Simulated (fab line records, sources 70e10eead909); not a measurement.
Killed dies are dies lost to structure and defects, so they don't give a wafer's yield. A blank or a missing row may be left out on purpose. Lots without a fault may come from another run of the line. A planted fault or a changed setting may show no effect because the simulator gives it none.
Chamber matching | flow nand_harc | NHARC_A_STAIRCASE_TRIM_196 on rie_diel-11: 4 sister chambers
The step chemistry O2, time 211.2 s. 4 wafers are shown with their chamber, then 10 later ones without.

WAFERS WITH THEIR CHAMBER
wafer  | chamber | showerhead_plenum_p_Torr (Torr)
L083.5 | 0       | 3.58
L082.4 | 2       | 3.63
L086.1 | 3       | 3.27
L086.2 | 1       | 3.40

WAFERS WITHOUT THEIR CHAMBER
wafer  | showerhead_plenum_p_Torr (Torr)
L086.6 | 3.27
L091.3 | 3.57
L091.4 | 3.39
L091.6 | 3.62
L093.1 | 3.62
L093.3 | 3.39
L093.6 | 3.27
L095.1 | 3.26
L095.3 | 3.57
L095.4 | 3.62

WHICH CHAMBER EACH WENT THROUGH
wafer  | from the rows above | in truth
L086.6 | 3                   | 3
L091.3 | 0                   | 0
L091.4 | 1                   | 1
L091.6 | 2                   | 2
L093.1 | 2                   | 2
L093.3 | 1                   | 1
L093.6 | 3                   | 3
L095.1 | 3                   | 3
L095.3 | 0                   | 0
L095.4 | 2                   | 2
Placed correctly: 10 of 10. Can't be placed from these rows: 0. Placed wrongly: 0.
How it was worked out, from the rows above alone: a wafer's distance from a chamber is the root of the sum, over the readings, of the square of ((its reading less the chamber's mean) divided by the reading's scatter). The wafer belongs to the nearest chamber; if the next one is less than 2 further off, it can't be placed. A chamber's mean is the mean of its shown wafers. The scatter: with one shown wafer a chamber, the root of the mean of the squares of how far each hidden wafer lies from its nearest shown one.
